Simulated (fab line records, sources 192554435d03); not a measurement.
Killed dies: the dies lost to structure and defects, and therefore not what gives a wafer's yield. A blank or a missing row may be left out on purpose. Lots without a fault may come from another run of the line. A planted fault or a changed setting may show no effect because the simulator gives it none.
Code-filled problem report in 8D (eight disciplines) form -- flow n5-finfet -- the parts of the form that need people (team, actions taken, sign-off) are left out

## 1. WHAT WENT WRONG
SERP_M6 at N5_BEOL_M15_RC_MEAS_101 reads a mean of 22.7 ohm/um on 2 wafers of 2 lots; wafers without a fault read 13.7 ohm/um with a standard deviation of 0.38. That is +24 standard deviations from the usual mean.
Earliest sighting: wafer L286.2 on prober-02 at day 13 11:39. The record holds 8 wafers of 4 lots with a number at this step. By rule, "out" or "out of limits" means more than 4 standard deviations away from the usual mean. The rest of the wafers with a number are treated as sound.

## 2. WHAT IT IS, WHAT IT ISN'T
question,is,is not
which readings at this step,"SERP_M6, SERP_M6_max_site","COMB_M10, COMB_M11, COMB_M12, COMB_M12_max_site, COMB_M13, COMB_M14, COMB_M15, COMB_M5, COMB_M7, COMB_M8, COMB_M9, SERP_M10, SERP_M11, SERP_M12, SERP_M13, SERP_M14, SERP_M5, SERP_M7, SERP_M8, SERP_M9"
which lots,"L286, L287","L281, L292"
which wafers of those lots,all that have a number,-
read on which gauges,"prober-01, prober-02",-
when,from day 13 11:39,up to then (3 sound wafers); but 3 sound wafers of L292 came after
where on the wafer (9 sites),all sites,-

## 3. THE SUSPECTS, EACH WITH WHAT RULES IT OUT
Counting: a tool stays on the suspect list if, at a process step up to the reading, it processed all lots that are out and no sound lot following the first of them.
- the gauge at N5_BEOL_M15_RC_MEAS_101 is ruled out. 2 gauges (prober-01, prober-02) read the wafers that are out.
- wet-bench-04 at N5_BEOL_M10_PRECLEAN_42 (cleans in residue remover, time 60 s): kept. It ran every lot that is out, first L286 (day 12 02:17), and no sound lot after that; its last sound lot up to then is L281 (day 10 22:05).
Remaining after the count: wet-bench-04 at N5_BEOL_M10_PRECLEAN_42.

## 4. THE CAUSE (what the simulator had put in)
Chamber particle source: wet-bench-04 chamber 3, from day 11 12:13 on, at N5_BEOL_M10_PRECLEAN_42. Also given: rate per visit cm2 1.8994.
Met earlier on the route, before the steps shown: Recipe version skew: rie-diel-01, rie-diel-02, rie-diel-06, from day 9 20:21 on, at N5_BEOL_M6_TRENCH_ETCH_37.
The count eliminated every tool but this one.

## 5. SEQUENCE OF EFFECTS, ordered by route
Each row: a reading where the mean over the struck wafers with a number is more than 3 standard deviations away from the usual. Only readings for which the record gives a usual standard deviation are gone through. hours: the time from each lot's start at the first step in this table that gives one to its start at this step, as a median over the lots. sigmas: the change in usual standard deviations.
hours,step,reading,usual,on struck wafers,change,sigmas
0,N5_BEOL_M15_RC_MEAS_101,SERP_M6,13.7 ohm/um,22.7,+9.0,+24
0,N5_BEOL_M15_RC_MEAS_101,SERP_M6_max_site,14.3 ohm/um,23.5,+9.2,+20
14,N5_PASSIVATION_PROBE_49,defect-limited-yield,91.2 %,79.8,-11.4,-8.1
14,N5_PASSIVATION_PROBE_49,killed_at_M4_up,13,154,+141,+24
14,N5_PASSIVATION_PROBE_49,killed-dies,103,238,+135,+8.4
14,N5_PASSIVATION_PROBE_49,killed-on-rim,13,32,+18,+5.4
14,N5_PASSIVATION_PROBE_49,sort_bin_5_function,5.1 %,11.9,+6.8,+7.5
14,N5_PASSIVATION_PROBE_49,sort-n-pass,1077,942,-135,-8.4
Process steps it contains:
- N5_PASSIVATION_PROBE_49

## 6. HOW IT WOULD HAVE BEEN CAUGHT EARLIER
The first out-of-limits reading at a measuring or inspecting step in this record came at day 13 11:39, 47 hours after the fault's start at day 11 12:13.
Tool readings at N5_BEOL_M10_PRECLEAN_42 with a usual standard deviation given in the record: none out on any struck wafer, hence no alarm at a limit of 4 standard deviations on them.
By day 13 11:39, every lot that is out (2) had started N5_BEOL_M10_PRECLEAN_42 on wet-bench-04. Holding the tool at that point would not have protected any of them.
